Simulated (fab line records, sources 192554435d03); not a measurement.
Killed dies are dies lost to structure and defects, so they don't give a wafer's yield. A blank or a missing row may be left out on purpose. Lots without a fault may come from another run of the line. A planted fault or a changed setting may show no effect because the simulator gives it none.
fab line records | flow n5_finfet
record lots=6 wafers=18 last_day=16
route steps=1938 shown BEOL_M4@1100 BEOL_M5@1112
lots that met no fault: from a run of the same line without faults
start_h: hours from the record's first day to the start of the lot's first wafer shown | wait_h: hours since the lot's step before | " the same as in the row above | L1.1+2: a row that stands for several wafers | - no value, or no start given | * or withheld: withheld | < > ~ a bound
route shown NAME@n: a module of which the file shows steps, and the number in the route of the first | usual: mean/standard deviation of fault-free wafers | same: alike in all rows | chamber/n: place in a boat | sites: the reading at each site | _std_site: their standard deviation | _edge_site: outer sites' mean less inner sites' | radius_mm: how far each site lies from the wafer's centre | mask NAME#n: copy n | behind: the tool/chamber that last shaped the wafer | hold: why the lot was held/for how many hours/how that ended | device: the transistor (n, p or np) that didn't switch | end of line: the same wafers' tests at the end of the route | a step without rows: its recipe alone | killed: dies lost to structure and defects at the first sort, not the wafer's yield | map: a wafer's dies, x killed, . not, _ none there
set.NAME: the setting as run; set.NAME@STEP: as run at that earlier step | model.NAME: the simulator's own value behind a step, which no gauge read
lots at some steps of the route; a table a step, a row a wafer
services: from which hour (start_h, from the record's first day; less than 0 if before it) a tool's chamber was out of use, for how many hours, and why
## steps
# step N5_BEOL_M4_SPUTTER_96
# recipe material=Cu target_thk_a=45 temp_c=-20 chamber_pressure_pa=0.07 power_w=withheld time_s=8.29
# usual throttle_valve_pct=30.3/1.1
# columns lot.wafer tool chamber start_h wait_h throttle_valve_pct
L346.2 pvd_sputter-03 - 169.84 0.1 29.1
L346.4 " - " " 28.4
L346.5 " - " " 31.5
L354.1 pvd_sputter-03 - 215.48 0.1 30.4
L354.5 " - " " 30.2
L354.6 " - " " 31.7
L355.4 pvd_sputter-03 - 220.40 0.1 30.4
L355.5 " - " " 28.9
L355.6 " - " " 28.4
L358.2 pvd_sputter-01 - 246.03 0.1 29.5
L358.3 " - " " 31.0
L358.4 " - " " 31.2
L363.3 pvd_sputter-02 - 266.19 0.1 29.8
L363.5 " - " " 31.5
L363.6 " - " " 30.0
L365.1 pvd_sputter-03 - 281.77 0.1 30.3
L365.2 " - " " 31.6
L365.6 " - " " 28.5
# step N5_BEOL_M4_ECD_50
# recipe material=Cu target_thk_a=3000
# step N5_BEOL_M4_ANNEAL_51
# recipe temp_c=225 time_s=90 ambient=N2
# usual anneal_temp_c=224.98/0.17 wafer_temp_C_max=225.96/0.21
# columns lot.wafer tool chamber start_h wait_h anneal_temp_c wafer_temp_C_max
L346.2 rtp_anneal-02 0 170.08 0.1 225.24 225.64
L346.4 " 0 " " 225.29 225.94
L346.5 " 0 " " 225.09 225.66
L354.1 rtp_anneal-01 0 215.67 0.1 225.13 226.02
L354.5 " 0 " " 225.01 225.87
L354.6 " 0 " " 225.06 226.25
L355.4 rtp_anneal-02 0 220.73 0.2 224.86 225.84
L355.5 " 0 " " 224.92 226.30
L355.6 " 0 " " 225.03 225.97
L358.2 rtp_anneal-02 0 246.27 0.1 224.75 225.94
L358.3 " 0 " " 224.86 226.23
L358.4 " 0 " " 225.16 226.36
L363.3 rtp_anneal-01 0 266.48 0.1 225.19 225.93
L363.5 " 0 " " 225.07 225.79
L363.6 " 0 " " 225.33 225.93
L365.1 rtp_anneal-02 0 281.96 0.1 224.89 226.02
L365.2 " 0 " " 225.28 225.75
L365.6 " 0 " " 225.09 226.19
# step N5_BEOL_M4_CMP_52
# recipe stop_on=SiOC t_overpolish_s=6.8 down_force_psi=1 platen_rpm=50 clearing_platen_down_force_psi=1.5 clearing_platen_rpm=50 post_cmp_clean=cu_alkaline target_thk_nm=40 clearing_platen_pad_velocity_m_s=0.99484 pad_velocity_m_s=0.99484
# usual barrier_field_endpoint_s=24.5/0.62 motor_current_A=5.9/0.57 overpolish_run_s=6.801/0.0088 time_to_endpoint_s=62/3.4
# columns lot.wafer tool chamber start_h wait_h barrier_field_endpoint_s motor_current_A overpolish_run_s time_to_endpoint_s
L346.2 cmp-03 3 170.34 0.2 24.2 5.9 6.794 59
L346.4 " 0 " " 24.8 5.5 6.796 64
L346.5 " 0 " " 25.3 5.5 6.807 66
L354.1 cmp-01 3 217.57 1.9 23.7 7.6 6.785 65
L354.5 " 1 " " 25.2 5.8 6.803 68
L354.6 " 2 " " 23.6 5.5 6.797 61
L355.4 cmp-03 2 220.90 0.1 24.3 5.9 6.811 61
L355.6 " 2 " " 24.2 5.6 6.813 61
L355.5 " 3 " " 23.8 5.8 6.793 59
L358.2 cmp-01 0 246.56 0.2 24.2 5.8 6.799 61
L358.3 " 1 " " 24.7 5.6 6.801 63
L358.4 " 2 " " 24.1 6.0 6.797 55
L363.3 cmp-03 3 266.81 0.3 23.5 5.9 6.812 57
L363.6 " 0 " " 24.6 5.3 6.794 65
L363.5 " 1 " " 25.4 5.3 6.800 67
L365.2 cmp-02 0 282.26 0.2 23.8 6.6 6.803 61
L365.1 " 1 " " 25.2 6.3 6.800 67
L365.6 " 0 " " 24.3 6.2 6.799 61
# step N5_BEOL_M4_THK_MEAS_53
# recipe thk_meas_gauge=xrf reads=Cu_of_BEOL_M4_ECD_50
# usual M4_THK=40.1/1.5
# columns lot.wafer tool chamber start_h wait_h M4_THK[nm]
L346.2 film_metro-02 - 170.63 - 39.8
L346.4 " - " " 42.5
L346.5 " - " " 41.6
L354.1 film_metro-02 - 217.79 - 38.7
L354.5 " - " " 39.1
L354.6 " - " " 39.0
L355.4 film_metro-02 - 221.19 - 38.1
L355.5 " - " " 35.6
L355.6 " - " " 36.7
L358.2 film_metro-02 - 246.82 - 40.4
L358.3 " - " " 40.8
L358.4 " - " " 38.4
L363.3 film_metro-01 - 267.00 - 37.7
L363.5 " - " " 39.3
L363.6 " - " " 41.9
L365.1 film_metro-02 - 282.56 - 40.9
L365.2 " - " " 40.4
L365.6 " - " " 36.9
# step N5_BEOL_M4_PRE_CLEAN_60
# recipe gas=NH3/H2 time_s=15 temp_c=* rf_power_w=300
# usual heater_power_w=82/7.1
# columns lot.wafer tool chamber start_h wait_h heater_power_w
L346.2 cvd_co-02 0 170.67 0.0 84
L346.4 " 2 " " 89
L346.5 " 1 " " 75
L354.1 cvd_co-01 1 217.83 0.0 75
L354.5 " 0 " " 90
L354.6 " 1 " " 77
L355.4 cvd_co-01 1 221.25 0.1 75
L355.5 " 2 " " 71
L355.6 " 0 " " 93
L358.2 cvd_co-02 2 246.86 0.0 91
L358.3 " 1 " " 76
L358.4 " 2 " " 87
L363.3 cvd_co-02 1 267.03 0.0 76
L363.5 " 1 " " 74
L363.6 " 0 " " 85
L365.1 cvd_co-02 0 282.66 0.1 83
L365.2 " 1 " " 75
L365.6 " 2 " " 89
# step N5_BEOL_M4_CO_CAP_55
# recipe material=Co target_thk_a=20 temp_c=200 precursor=CCTBA/H2 pressure_torr=30 time_s=102.1
# step N5_BEOL_M4_PRE_CLEAN_56
# recipe gas=NH3 time_s=15 temp_c=withheld rf_power_w=300
# step N5_BEOL_M4_DEP_57
# recipe material=SiCN target_thk_a=80 temp_c=withheld precursor=3MS/NH3 pressure_torr=3 rf_w=202 time_s=14
# step N5_BEOL_M4_RS_MEAS_58
# recipe thk_meas_gauge=four-point-probe reads=Co_of_BEOL_M4_CO_CAP_55+Cu_of_BEOL_M4_ECD_50+Co_of_BEOL_M4_CVD_47+TaN_of_BEOL_M4_ALD_84
# usual M4_RS=0.66/0.034
# columns lot.wafer tool chamber start_h wait_h M4_RS[ohm/sq]
L346.2 film_metro-02 - 170.92 0.1 0.67
L346.4 " - " " 0.61
L346.5 " - " " 0.63
L354.1 film_metro-02 - 218.05 0.0 0.70
L354.5 " - " " 0.68
L354.6 " - " " 0.69
L355.4 film_metro-01 - 221.45 0.0 0.72
L355.5 " - " " 0.79
L355.6 " - " " 0.75
L358.2 film_metro-01 - 247.08 0.1 0.66
L358.3 " - " " 0.65
L358.4 " - " " 0.70
L363.3 film_metro-01 - 267.26 0.1 0.72
L363.5 " - " " 0.68
L363.6 " - " " 0.62
L365.1 film_metro-02 - 282.88 0.0 0.64
L365.2 " - " " 0.65
L365.6 " - " " 0.73
# step N5_BEOL_M4_INSPECT_59
# recipe inspect_instrument=darkfield mode=post_dep
# usual raw_defect_count=67/25
# columns lot.wafer tool chamber start_h wait_h raw_defect_count
L346.2 defect_inspect-02 - 170.95 0.0 40
L346.4 " - " " 37
L346.5 " - " " 39
L354.1 defect_inspect-01 - 218.08 0.0 93
L354.5 " - " " 103
L354.6 " - " " 102
L355.4 defect_inspect-01 - 221.48 0.0 56
L355.5 " - " " 64
L355.6 " - " " 57
L358.2 defect_inspect-01 - 247.11 0.0 35
L358.3 " - " " 47
L358.4 " - " " 43
L363.3 defect_inspect-02 - 267.28 0.0 75
L363.5 " - " " 64
L363.6 " - " " 56
L365.1 defect_inspect-02 - 282.91 0.0 42
L365.2 " - " " 30
L365.6 " - " " 51
# step N5_BEOL_M4_RC_MEAS_101
# usual DIBL_N=35.8/1.8 DIBL_P=35.6/2 IOFF_N=0.148/0.028 IOFF_P=0.20/0.034 ION_N=672/12 ION_P=462/8.5 SS_N=71.2/0.65 SS_P=73.1/0.67 VT_N=251/3.3 VT_P=-251/3.8
# columns lot.wafer tool chamber start_h wait_h DIBL_N[mV/V] DIBL_P[mV/V] IOFF_N[nA/um] IOFF_P[nA/um] ION_N[uA/um] ION_P[uA/um] SS_N[mV/dec] SS_P[mV/dec] VT_N[mV] VT_P[mV]
L346.2 prober-01 0 171.13 0.2 37.9 39.4 0.177 0.23 676 472 70.7 74.2 249 -248
L346.4 " 0 " " 34.7 35.9 0.128 0.19 672 465 70.4 73.0 251 -252
L346.5 " 0 " " 36.8 38.1 0.155 0.22 676 466 70.5 72.9 249 -248
L354.1 prober-02 0 218.10 0.0 36.0 35.9 0.134 0.21 676 468 71.1 72.8 253 -247
L354.5 " 0 " " 36.2 35.7 0.143 0.20 680 466 70.4 73.2 251 -247
L354.6 " 0 " " 35.4 35.4 0.123 0.20 659 465 71.1 73.1 253 -251
L355.4 prober-01 0 221.97 0.5 35.9 36.5 0.144 0.20 674 469 71.4 73.4 252 -253
L355.5 " 0 " " 35.4 35.2 0.135 0.18 678 466 69.6 72.9 253 -253
L355.6 " 0 " " 35.8 34.9 0.143 0.18 665 454 70.8 73.1 253 -253
L358.2 prober-02 0 247.29 0.2 37.1 34.5 0.157 0.23 663 457 72.2 73.5 252 -246
L358.3 " 0 " " 35.9 34.3 0.142 0.22 660 462 72.0 72.5 252 -248
L358.4 " 0 " " 39.8 38.4 0.235 0.31 694 472 73.0 74.0 245 -246
L363.3 prober-01 0 267.62 0.3 37.0 37.7 0.157 0.21 676 463 71.7 73.4 250 -252
L363.5 " 0 " " 37.7 38.0 0.160 0.20 668 460 71.7 74.1 251 -251
L363.6 " 0 " " 36.9 36.7 0.158 0.19 673 455 72.4 73.3 250 -253
L365.1 prober-02 0 282.93 0.0 37.1 35.0 0.162 0.19 674 450 71.5 73.4 251 -253
L365.2 " 0 " " 37.5 35.6 0.165 0.20 670 454 71.8 73.2 252 -251
L365.6 " 0 " " 37.9 36.2 0.174 0.20 669 453 71.5 73.8 252 -251
# step N5_BEOL_M5_ILD_DEP_00
# recipe material=SiCOH_lowk target_thk_a=1406.4 temp_c=300 precursor=DEMS/porogen pressure_torr=5 rf_w=500 time_s=25.9
# usual heater_power_w=306/41 showerhead_plenum_p_Torr=5.742/0.016 susceptor_temp_C=300.00/0.19 throttle_valve_pct=13.9/0.85
# columns lot.wafer tool chamber start_h wait_h heater_power_w showerhead_plenum_p_Torr susceptor_temp_C throttle_valve_pct
L346.2 pecvd-02 2 171.94 0.7 267 5.748 300.20 13.3
L346.4 " 1 " " 330 5.741 299.77 14.0
L346.5 " 2 " " 274 5.749 299.81 13.5
L354.1 pecvd-03 1 219.07 0.8 300 5.770 296.69 14.3
L354.5 " 2 " " 252 5.715 296.42 13.2
L354.6 " 0 " " 231 5.741 296.92 14.4
L355.4 pecvd-03 0 222.49 0.4 263 5.730 296.95 14.0
L355.5 " 2 " " 254 5.726 296.93 12.9
L355.6 " 1 " " 342 5.755 296.77 14.5
L358.2 pecvd-02 0 248.10 0.7 335 5.734 300.12 15.0
L358.3 " 1 " " 342 5.726 300.03 14.1
L358.4 " 0 " " 333 5.737 299.83 15.3
L363.3 pecvd-04 2 268.27 0.5 333 5.768 299.87 12.4
L363.5 " 2 " " 330 5.762 299.94 12.2
L363.6 " 0 " " 316 5.713 299.96 13.4
L365.1 pecvd-03 0 283.90 0.8 292 5.736 299.97 14.0
L365.2 " 1 " " 330 5.747 300.04 14.6
L365.6 " 2 " " 218 5.744 299.87 12.8
# step N5_BEOL_M5_CURE_79
# recipe temp_c=385 time_s=240 ambient=He/Ar material=SiCOH_lowk
# usual lamp_power_pct=52.31/0.056 wafer_temp_C_max=387.1/0.62
# columns lot.wafer tool chamber start_h wait_h lamp_power_pct wafer_temp_C_max
L346.2 uv_cure-02 1 172.08 0.1 52.32 388.0
L346.4 " 1 " " 52.37 387.3
L346.5 " 1 " " 52.28 387.6
L354.1 uv_cure-01 1 219.13 0.0 52.31 388.6
L354.5 " 1 " " 52.30 387.1
L354.6 " 1 " " 52.43 388.2
L355.4 uv_cure-02 2 222.77 0.3 52.23 388.3
L355.5 " 2 " " 52.32 387.7
L355.6 " 2 " " 52.27 387.3
L358.2 uv_cure-01 2 248.32 0.2 52.25 386.3
L358.3 " 2 " " 52.24 386.5
L358.4 " 2 " " 52.33 386.8
L363.3 uv_cure-02 0 268.49 0.2 52.25 387.3
L363.5 " 0 " " 52.27 387.4
L363.6 " 0 " " 52.35 387.7
L365.1 uv_cure-02 2 283.96 0.0 52.33 387.5
L365.2 " 2 " " 52.38 387.7
L365.6 " 2 " " 52.21 387.0
## services
# columns tool chamber start_h hours kind
cmp-03 - 152.41 4.0 pm
cmp-01 - 153.65 4.2 pm
cmp-03 - 156.41 - consumable_replace:conditioner
cmp-03 - 156.41 - consumable_replace:pad
cmp-01 - 157.95 2.1 repair
pecvd-04 - 164.08 1.0 repair
cvd_co-01 - 164.81 14.6 pm
pecvd-03 2 172.20 2.1 scheduled_down
cmp-01 - 189.59 0.3 repair
cmp-01 - 193.67 4.0 pm
cmp-01 - 197.67 - consumable_replace:conditioner
cmp-01 - 197.67 - consumable_replace:pad
cmp-03 - 203.49 4.3 repair
cmp-02 - 208.01 1.8 repair
uv_cure-02 - 211.26 0.3 repair
cvd_co-01 - 212.47 5.0 repair
cmp-01 - 218.47 1.5 repair
cmp-03 - 234.33 1.3 repair
uv_cure-01 - 236.00 1.0 pm
cmp-01 - 241.90 1.7 repair
uv_cure-01 - 249.12 2.1 pm
cmp-01 - 256.66 12.8 pm
pecvd-03 2 270.65 2.1 repair
cmp-03 - 281.47 1.8 repair
## key
first_sign step=N5_BEOL_M5_ILD_DEP_00 reading=susceptor_temp_C direction=down sigmas=17 usual=* struck=*
effect none on later readings
met_at N5_BEOL_M5_ILD_DEP_00
struck_wafers L354.1,L354.5,L354.6,L355.4,L355.5,L355.6
fault kind=process_parameter_drift tool=pecvd-03 chamber=- onset_h=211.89 steps=N5_BEOL_M5_ILD_DEP_00 channel=temp_c offset=* shape=step end_h=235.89 acts_in=* stated=*
